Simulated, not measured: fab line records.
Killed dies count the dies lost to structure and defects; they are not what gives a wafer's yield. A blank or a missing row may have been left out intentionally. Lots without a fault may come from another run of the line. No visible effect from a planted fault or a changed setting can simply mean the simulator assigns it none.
fab line records / flow nand_harc
[record] lots = 5 wafers = 15 last_day = 24
route steps=1159 shown P_STI@107 P_GATE@110 END@1159
lots with no fault: from the same line, run without faults
start_h: hours from the record's first day to the start of the lot's first wafer shown / wait_h: hours since the lot's step before / " repeats the value in the row above / L1.1+2: a row that stands for several wafers / - either no value or no given start / * or withheld: withheld / < > ~ a bound
route shown NAME@n: names a module that has steps shown in the file, with the first one's number in the route / usual: mean/standard deviation taken from wafers without a fault / same: alike in all rows / chamber/n: place in a boat / sites: each site's reading / _std_site: standard deviation across them / _edge_site: the outer-site mean with the inner-site mean subtracted / radius_mm: how far each site lies from the wafer's centre / mask NAME#n: copy n / behind: tool/chamber where the wafer was last shaped / hold: reason for holding the lot/hours on hold/outcome of the hold / device: the n, p or np transistor that did not switch / end of line: at the end of the route, the tests of the same wafers / where a step has no rows: the recipe by itself / killed: not the wafer's yield, but the dies lost to structure and defects at the first sort / map: a wafer's dies, marking killed ones x, the rest . and places with no die _
set.NAME: the setting the step ran with; set.NAME@STEP: the setting that earlier step ran with / model.NAME: the simulator's own value behind a step, which no gauge read
lots seen at some steps along the route; tables by step, rows by wafer
services: a tool's chamber out of use, with start hour (start_h, from the record's first day; less than 0 if before it), hours out, and reason
[[steps]]
[step NHARC_P_STI_SRD_39]
[step NHARC_P_STI_OXIDE_40]
[recipe] target_thk_a = 100 temp_c = 900 ox_time_s = 1362 material = SiO2
[step NHARC_P_STI_INSPECT_25]
[usual] raw_defect_count = 222/88
lot.wafer=L563.1 tool=defect_inspect-01 chamber=- start_h=61.77 wait_h=0.4 raw_defect_count=415
lot.wafer=L563.2 tool=defect_inspect-01 chamber=- start_h=61.77 wait_h=0.4 raw_defect_count=182
lot.wafer=L563.6 tool=defect_inspect-01 chamber=- start_h=61.77 wait_h=0.4 raw_defect_count=462
lot.wafer=L567.1 tool=defect_inspect-01 chamber=- start_h=91.49 wait_h=0.4 raw_defect_count=192
lot.wafer=L567.2 tool=defect_inspect-01 chamber=- start_h=91.49 wait_h=0.4 raw_defect_count=135
lot.wafer=L567.5 tool=defect_inspect-01 chamber=- start_h=91.49 wait_h=0.4 raw_defect_count=134
lot.wafer=L568.3 tool=defect_inspect-02 chamber=- start_h=91.50 wait_h=0.4 raw_defect_count=220
lot.wafer=L568.4 tool=defect_inspect-02 chamber=- start_h=91.50 wait_h=0.4 raw_defect_count=195
lot.wafer=L568.6 tool=defect_inspect-02 chamber=- start_h=91.50 wait_h=0.4 raw_defect_count=157
lot.wafer=L579.2 tool=defect_inspect-02 chamber=- start_h=155.82 wait_h=0.4 raw_defect_count=240
lot.wafer=L579.4 tool=defect_inspect-02 chamber=- start_h=155.82 wait_h=0.4 raw_defect_count=227
lot.wafer=L579.5 tool=defect_inspect-02 chamber=- start_h=155.82 wait_h=0.4 raw_defect_count=341
lot.wafer=L586.2 tool=defect_inspect-02 chamber=- start_h=198.04 wait_h=0.4 raw_defect_count=209
lot.wafer=L586.3 tool=defect_inspect-02 chamber=- start_h=198.04 wait_h=0.4 raw_defect_count=278
lot.wafer=L586.5 tool=defect_inspect-02 chamber=- start_h=198.04 wait_h=0.4 raw_defect_count=173
[step NHARC_P_GATE_ETCH_69]
[recipe] target_depth_a = 140 chemistry = dHF material = SiO2
[step NHARC_P_GATE_PRECLEAN_70]
[recipe] time_s = * temp_c = 50 bath_age_min = 0 chemistry = SC1
[step NHARC_P_GATE_SRD_01]
[step NHARC_P_GATE_OXIDE_02]
[recipe] target_thk_a = 375 temp_c = 950 p_h2o_torr = 720 ox_time_s = 365 material = SiO2
[step NHARC_P_GATE_DEHYDRATE_03]
[recipe] temp_c = 150 time_s = 120
[step NHARC_P_GATE_HMDS_04]
[recipe] time_s = 30
[step NHARC_P_GATE_COAT_05]
[recipe] spin_rpm = 4690
[step NHARC_P_GATE_SOFTBAKE_06]
[recipe] temp_c = 122 time_s = 95
[step NHARC_P_GATE_EBR_07]
[step NHARC_P_GATE_EXPOSE_08]
[recipe] na = 0.6 dose_mj = 16.75 mask_id = P_HV
[usual] exposure_dose_mJ_cm2 = 16.755/0.018
lot.wafer=L563.1 tool=krf_scanner-04 chamber=0 start_h=69.94 wait_h=- mask=P_HV#0 exposure_dose_mJ_cm2=16.761
lot.wafer=L563.2 tool=krf_scanner-04 chamber=0 start_h=69.94 wait_h=- mask=P_HV#0 exposure_dose_mJ_cm2=16.761
lot.wafer=L563.6 tool=krf_scanner-04 chamber=0 start_h=69.94 wait_h=- mask=P_HV#0 exposure_dose_mJ_cm2=16.748
lot.wafer=L567.1 tool=krf_scanner-02 chamber=0 start_h=99.40 wait_h=- mask=P_NSD#0 exposure_dose_mJ_cm2=16.775
lot.wafer=L567.2 tool=krf_scanner-02 chamber=0 start_h=99.40 wait_h=- mask=P_NSD#0 exposure_dose_mJ_cm2=16.733
lot.wafer=L567.5 tool=krf_scanner-02 chamber=0 start_h=99.40 wait_h=- mask=P_NSD#0 exposure_dose_mJ_cm2=16.769
lot.wafer=L568.3 tool=krf_scanner-01 chamber=0 start_h=99.57 wait_h=- mask=P_HV#0 exposure_dose_mJ_cm2=16.762
lot.wafer=L568.4 tool=krf_scanner-01 chamber=0 start_h=99.57 wait_h=- mask=P_HV#0 exposure_dose_mJ_cm2=16.735
lot.wafer=L568.6 tool=krf_scanner-01 chamber=0 start_h=99.57 wait_h=- mask=P_HV#0 exposure_dose_mJ_cm2=16.731
lot.wafer=L579.2 tool=krf_scanner-02 chamber=0 start_h=163.89 wait_h=- mask=P_HV#0 exposure_dose_mJ_cm2=16.770
lot.wafer=L579.4 tool=krf_scanner-02 chamber=0 start_h=163.89 wait_h=- mask=P_HV#0 exposure_dose_mJ_cm2=16.764
lot.wafer=L579.5 tool=krf_scanner-02 chamber=0 start_h=163.89 wait_h=- mask=P_HV#0 exposure_dose_mJ_cm2=16.793
lot.wafer=L586.2 tool=krf_scanner-04 chamber=0 start_h=206.00 wait_h=- mask=P_HV#0 exposure_dose_mJ_cm2=16.757
lot.wafer=L586.3 tool=krf_scanner-04 chamber=0 start_h=206.00 wait_h=- mask=P_HV#0 exposure_dose_mJ_cm2=16.748
lot.wafer=L586.5 tool=krf_scanner-04 chamber=0 start_h=206.00 wait_h=- mask=P_HV#0 exposure_dose_mJ_cm2=16.744
[step NHARC_P_GATE_PEB_09]
[recipe] peb_temp_c = 118 peb_time_s = 85
[step NHARC_P_GATE_DEVELOP_10]
[recipe] time_s = 70
[step NHARC_P_GATE_CD_MEAS_11]
[recipe] target_cd_nm = 1640 landing_energy_ev = 500
[usual] cd_nm = 1640.5/1.8
lot.wafer=L563.1 tool=cd_sem-02 chamber=0 start_h=70.10 wait_h=- cd_nm=1640.1
lot.wafer=L563.2 tool=cd_sem-02 chamber=0 start_h=70.10 wait_h=- cd_nm=1643.8
lot.wafer=L563.6 tool=cd_sem-02 chamber=0 start_h=70.10 wait_h=- cd_nm=1640.3
lot.wafer=L567.1 tool=cd_sem-03 chamber=0 start_h=99.56 wait_h=- cd_nm=-
lot.wafer=L567.2 tool=cd_sem-03 chamber=0 start_h=99.56 wait_h=- cd_nm=-
lot.wafer=L567.5 tool=cd_sem-03 chamber=0 start_h=99.56 wait_h=- cd_nm=-
lot.wafer=L568.3 tool=cd_sem-01 chamber=0 start_h=99.72 wait_h=- cd_nm=1640.0
lot.wafer=L568.4 tool=cd_sem-01 chamber=0 start_h=99.72 wait_h=- cd_nm=1639.5
lot.wafer=L568.6 tool=cd_sem-01 chamber=0 start_h=99.72 wait_h=- cd_nm=1641.0
lot.wafer=L579.2 tool=cd_sem-02 chamber=0 start_h=164.04 wait_h=- cd_nm=1640.7
lot.wafer=L579.4 tool=cd_sem-02 chamber=0 start_h=164.04 wait_h=- cd_nm=1640.5
lot.wafer=L579.5 tool=cd_sem-02 chamber=0 start_h=164.04 wait_h=- cd_nm=1643.2
lot.wafer=L586.2 tool=cd_sem-01 chamber=0 start_h=206.15 wait_h=- cd_nm=1642.7
lot.wafer=L586.3 tool=cd_sem-01 chamber=0 start_h=206.15 wait_h=- cd_nm=1642.3
lot.wafer=L586.5 tool=cd_sem-01 chamber=0 start_h=206.15 wait_h=- cd_nm=1642.6
[step NHARC_P_GATE_HARDBAKE_12]
[recipe] temp_c = 125 time_s = 80
[step NHARC_END_SORT_01]
[recipe] temp_c = 25
[usual] killed_at_array = 27/11 killed_at_other = 0.7/1.1 killed_at_periphery = 3.4/2.1 killed_dies = 31/12 killed_open = 3.6/2 killed_short = 2.0/1.3
[same] gross_dies = 677
lot.wafer=L563.1 tool=prober-02 chamber=0 start_h=435.29 wait_h=2.5 hold=- killed_at_array=19 killed_at_other=1 killed_at_periphery=5 killed_dies=25 killed_open=6 killed_short=1
lot.wafer=L563.2 tool=prober-02 chamber=0 start_h=436.09 wait_h=2.8 hold=- killed_at_array=15 killed_at_other=0 killed_at_periphery=4 killed_dies=19 killed_open=3 killed_short=1
lot.wafer=L563.6 tool=prober-02 chamber=0 start_h=439.30 wait_h=4.0 hold=- killed_at_array=17 killed_at_other=1 killed_at_periphery=3 killed_dies=21 killed_open=2 killed_short=4
lot.wafer=L568.3 tool=prober-01 chamber=0 start_h=460.12 wait_h=3.1 hold=- killed_at_array=23 killed_at_other=0 killed_at_periphery=1 killed_dies=24 killed_open=4 killed_short=0
lot.wafer=L568.4 tool=prober-01 chamber=0 start_h=460.92 wait_h=3.4 hold=- killed_at_array=21 killed_at_other=0 killed_at_periphery=5 killed_dies=26 killed_open=2 killed_short=0
lot.wafer=L568.6 tool=prober-01 chamber=0 start_h=462.54 wait_h=4.0 hold=- killed_at_array=24 killed_at_other=2 killed_at_periphery=2 killed_dies=28 killed_open=1 killed_short=2
lot.wafer=L567.1 tool=prober-01 chamber=0 start_h=478.17 wait_h=2.5 hold=await_dispo/1.1h/scrap killed_at_array=22 killed_at_other=0 killed_at_periphery=655 killed_dies=677 killed_open=4 killed_short=0
lot.wafer=L567.2 tool=prober-01 chamber=0 start_h=478.97 wait_h=2.8 hold=await_dispo/1.1h/scrap killed_at_array=21 killed_at_other=0 killed_at_periphery=656 killed_dies=677 killed_open=2 killed_short=2
lot.wafer=L567.5 tool=prober-01 chamber=0 start_h=481.35 wait_h=3.7 hold=await_dispo/1.1h/scrap killed_at_array=13 killed_at_other=0 killed_at_periphery=664 killed_dies=677 killed_open=4 killed_short=2
lot.wafer=L579.2 tool=prober-02 chamber=0 start_h=541.18 wait_h=2.8 hold=- killed_at_array=38 killed_at_other=1 killed_at_periphery=8 killed_dies=47 killed_open=3 killed_short=1
lot.wafer=L579.4 tool=prober-02 chamber=0 start_h=542.77 wait_h=3.4 hold=- killed_at_array=26 killed_at_other=0 killed_at_periphery=4 killed_dies=30 killed_open=2 killed_short=3
lot.wafer=L579.5 tool=prober-02 chamber=0 start_h=543.57 wait_h=3.7 hold=- killed_at_array=28 killed_at_other=1 killed_at_periphery=3 killed_dies=32 killed_open=3 killed_short=4
lot.wafer=L586.2 tool=prober-01 chamber=0 start_h=571.81 wait_h=2.8 hold=- killed_at_array=18 killed_at_other=0 killed_at_periphery=2 killed_dies=20 killed_open=2 killed_short=5
lot.wafer=L586.3 tool=prober-01 chamber=0 start_h=572.64 wait_h=3.2 hold=- killed_at_array=20 killed_at_other=1 killed_at_periphery=3 killed_dies=24 killed_open=7 killed_short=0
lot.wafer=L586.5 tool=prober-01 chamber=0 start_h=574.29 wait_h=3.8 hold=- killed_at_array=17 killed_at_other=0 killed_at_periphery=2 killed_dies=19 killed_open=1 killed_short=2
// killed by level:class
L563.1 A_CONTACT:chamber_film_flake=5 A_SLIT:chamber_film_flake=4 A_STAIRCASE:chamber_film_flake=3 P_CONTACT:geometric_particle:open=2 A_CHANNEL_HOLE_D1:chamber_film_flake=2 P_M0:geometric_particle:open=1 A_SOURCE_PLATE:geometric_particle:open=1 A_SLIT:geometric_particle:short=1
L563.2 A_SLIT:chamber_film_flake=4 A_STAIRCASE:chamber_film_flake=3 A_CONTACT:chamber_film_flake=3 A_CHANNEL_FILL_D1:geometric_particle:open=2 A_CONTACT:geometric_particle:short=1 A_CONTACT:geometric_particle:open=1 P_ZERO_WELL:chamber_film_flake=1 P_STI:chamber_film_flake=1
L563.6 A_SLIT:chamber_film_flake=7 A_ONON_D1:geometric_particle:short=2 A_CHANNEL_HOLE_D1:chamber_film_flake=2 P_CONTACT:geometric_particle:short=1 P_M0:geometric_particle:open=1 A_CHANNEL_HOLE_D1:geometric_particle:open=1 A_SGD_CUT:geometric_particle:short=1 P_BONDPAD:chamber_film_flake=1
L568.3 A_CHANNEL_HOLE_D1:chamber_film_flake=12 A_STAIRCASE:chamber_film_flake=6 A_CONTACT:geometric_particle:open=2 A_CHANNEL_FILL_D1:geometric_particle:open=1 A_WL_FILL:geometric_particle:open=1 P_ZERO_WELL:chamber_film_flake=1 A_CONTACT:chamber_film_flake=1
L568.4 A_CHANNEL_HOLE_D1:chamber_film_flake=16 P_ZERO_WELL:chamber_film_flake=2 A_STAIRCASE:chamber_film_flake=2 A_CONTACT:chamber_film_flake=2 P_CONTACT:geometric_particle:open=1 A_WL_FILL:geometric_particle:open=1 P_STI:chamber_film_flake=1 P_GATE:chamber_film_flake=1
L568.6 A_CHANNEL_HOLE_D1:chamber_film_flake=20 A_STAIRCASE:chamber_film_flake=2 THIN_TSV:chamber_film_flake=2 P_M0:geometric_particle:open=1 A_ONON_D1:geometric_particle:short=1 A_WL_FILL:geometric_particle:short=1 P_M2:chamber_film_flake=1
L567.1 P_GATE:area_expose=651 A_SLIT:chamber_film_flake=9 A_STAIRCASE:chamber_film_flake=6 A_CHANNEL_HOLE_D1:chamber_film_flake=3 P_CONTACT:geometric_particle:open=2 P_GATE:chamber_film_flake=2 A_CONTACT:geometric_particle:open=1 A_M0:geometric_particle:open=1
L567.2 P_GATE:area_expose=655 A_SLIT:chamber_film_flake=6 A_CHANNEL_HOLE_D1:chamber_film_flake=5 A_STAIRCASE:chamber_film_flake=2 A_BLC:chamber_film_flake=2 A_ONON_D1:geometric_particle:short=1 A_ONON_D1:geometric_particle:open=1 A_WL_FILL:geometric_particle:short=1
L567.5 P_GATE:area_expose=663 A_SLIT:chamber_film_flake=3 A_CONTACT:geometric_particle:open=2 A_ONON_D1:geometric_particle:open=1 A_CHANNEL_FILL_D1:geometric_particle:open=1 A_SGD_CUT:geometric_particle:short=1 A_WL_FILL:geometric_particle:short=1 P_GATE:chamber_film_flake=1
L579.2 A_CHANNEL_HOLE_D1:chamber_film_flake=32 P_ZERO_WELL:chamber_film_flake=6 A_CONTACT:chamber_film_flake=2 P_CONTACT:geometric_particle:open=1 A_ONON_D1:geometric_particle:open=1 A_SGD_CUT:geometric_particle:short=1 A_BLC:geometric_particle:open=1 P_GATE:chamber_film_flake=1
L579.4 A_CHANNEL_HOLE_D1:chamber_film_flake=18 P_ZERO_WELL:chamber_film_flake=3 A_CONTACT:chamber_film_flake=3 A_ONON_D1:geometric_particle:short=1 A_CHANNEL_HOLE_D1:geometric_particle:short=1 A_CHANNEL_FILL_D1:geometric_particle:short=1 A_CONTACT:geometric_particle:open=1 A_M0:geometric_particle:open=1
L579.5 A_CHANNEL_HOLE_D1:chamber_film_flake=18 A_CONTACT:chamber_film_flake=5 P_ZERO_WELL:chamber_film_flake=2 P_CONTACT:geometric_particle:short=1 A_SOURCE_PLATE:geometric_particle:open=1 A_WL_FILL:geometric_particle:short=1 A_CONTACT:geometric_particle:open=1 A_CONTACT:geometric_particle:short=1
L586.2 A_CHANNEL_HOLE_D1:chamber_film_flake=7 A_WL_FILL:geometric_particle:short=3 A_M0:chamber_film_flake=3 P_GATE:chamber_film_flake=2 A_CHANNEL_FILL_D1:geometric_particle:open=1 A_SGD_CUT:geometric_particle:short=1 A_CONTACT:geometric_particle:short=1 A_CONTACT:geometric_particle:open=1
L586.3 A_CHANNEL_HOLE_D1:chamber_film_flake=6 A_CONTACT:chamber_film_flake=6 P_CONTACT:geometric_particle:open=1 P_M0:geometric_particle:open=1 A_ONON_D1:geometric_particle:open=1 A_WL_FILL:geometric_particle:open=1 A_CONTACT:geometric_particle:open=1 A_M0:geometric_particle:open=1
L586.5 A_CHANNEL_HOLE_D1:chamber_film_flake=9 P_GATE:chamber_film_flake=2 A_CONTACT:chamber_film_flake=2 A_CHANNEL_FILL_D1:chamber_film_flake=1 A_ONON_D1:geometric_particle:open=1 A_CHANNEL_FILL_D1:geometric_particle:short=1 A_BLC:geometric_particle:short=1 A_WL_FILL:chamber_film_flake=1
// map L567.1 (x killed, . not)
____________x____________
_________xxxxxxx_________
_______xxxxxxxxxxx_______
______xxxxxxxxxxxxx______
_____xxxxxxxxxxxxxxx_____
____xxxxxxxxxxxxxxxxx____
____xxxxxxxxxxxxxxxxx____
___xxxxxxxxxxxxxxxxxxx___
___xxxxxxxxxxxxxxxxxxx___
__xxxxxxxxxxxxxxxxxxxxx__
__xxxxxxxxxxxxxxxxxxxxx__
_xxxxxxxxxxxxxxxxxxxxxxx_
_xxxxxxxxxxxxxxxxxxxxxxx_
_xxxxxxxxxxxxxxxxxxxxxxx_
_xxxxxxxxxxxxxxxxxxxxxxx_
_xxxxxxxxxxxxxxxxxxxxxxx_
xxxxxxxxxxxxxxxxxxxxxxxxx
xxxxxxxxxxxxxxxxxxxxxxxxx
xxxxxxxxxxxxxxxxxxxxxxxxx
xxxxxxxxxxxxxxxxxxxxxxxxx
xxxxxxxxxxxxxxxxxxxxxxxxx
_xxxxxxxxxxxxxxxxxxxxxxx_
_xxxxxxxxxxxxxxxxxxxxxxx_
_xxxxxxxxxxxxxxxxxxxxxxx_
_xxxxxxxxxxxxxxxxxxxxxxx_
_xxxxxxxxxxxxxxxxxxxxxxx_
__xxxxxxxxxxxxxxxxxxxxx__
__xxxxxxxxxxxxxxxxxxxxx__
___xxxxxxxxxxxxxxxxxxx___
___xxxxxxxxxxxxxxxxxxx___
____xxxxxxxxxxxxxxxxx____
____xxxxxxxxxxxxxxxxx____
_____xxxxxxxxxxxxxxx_____
______xxxxxxxxxxxxx______
_______xxxxxxxxxxx_______
_________xxxxxxx_________
____________x____________
// map L579.2 (x killed, . not)
____________.____________
_________......._________
_______..........._______
______.....x.......______
_____............x.._____
____.................____
____.................____
___...................___
___.....x.............___
__.................x...__
__..................x..__
_......................._
_.................x....._
_......................._
_......................._
_....x.................._
.........................
.........................
x........................
.....................x...
......................x..
_....x............x....._
_.....x................._
_...x.xxx..............._
_..x.xxx..x............._
_...xx.xx..............._
__x.xxxxx..............__
__.xxxxx.x.............__
___x...x..............___
___xx..xx.............___
____............x....____
____.................____
_____.x....x........_____
______.............______
_______..........._______
_________......._________
____________.____________
[[services]]
tool=krf_scanner-02 chamber=- start_h=68.71 hours=1.9 kind=repair
tool=krf_scanner-01 chamber=- start_h=84.00 hours=4.0 kind=pm
tool=krf_scanner-04 chamber=- start_h=84.49 hours=1.3 kind=repair
tool=krf_scanner-02 chamber=- start_h=91.53 hours=2.4 kind=repair
tool=krf_scanner-01 chamber=- start_h=97.70 hours=1.1 kind=repair
tool=krf_scanner-02 chamber=- start_h=103.60 hours=0.6 kind=repair
tool=krf_scanner-04 chamber=- start_h=109.94 hours=0.4 kind=repair
tool=krf_scanner-02 chamber=- start_h=109.95 hours=0.4 kind=repair
tool=krf_scanner-04 chamber=- start_h=126.00 hours=4.0 kind=pm
tool=krf_scanner-01 chamber=- start_h=146.62 hours=0.2 kind=repair
tool=krf_scanner-04 chamber=0 start_h=158.82 hours=- kind=calibration
tool=krf_scanner-04 chamber=- start_h=187.28 hours=0.4 kind=repair
tool=krf_scanner-01 chamber=- start_h=187.69 hours=0.8 kind=repair
[[key]]
[first_sign] step = NHARC_P_GATE_EXPOSE_08 reading = mask direction = changed
[effect] step = NHARC_P_GATE_CD_MEAS_11 reading = cd_nm direction = missing
[effect] step = NHARC_END_SORT_01 reading = killed_at_periphery direction = up sigmas = 99+ usual = 3.4 struck = 658.3
[more_kills_born_at] NHARC_P_GATE_EXPOSE_08@krf_scanner-02 = 1969
met_at NHARC_P_GATE_EXPOSE_08
struck_wafers L567.1,L567.2,L567.5
later_rows_left_out L567.1,L567.2,L567.5
tester_left_out L567
[fault] kind = wrong_mask tool = any chamber = - onset_h = 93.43 steps = NHARC_P_GATE_EXPOSE_08 aux_copy = P_NSD#0 scope = struck_lots_only
// tester_left_out: of these lots the tester's yield and bins aren't shown, on N5 and GAA mostly nor the transistor test; their killed dies are dies lost to structure and defects alone, not to doping, threshold or leakage, so they don't give the yield
// later_rows_left_out: the simulator's readings of these wafers behind a module that went badly wrong aren't trusted and aren't shown, but for the sort
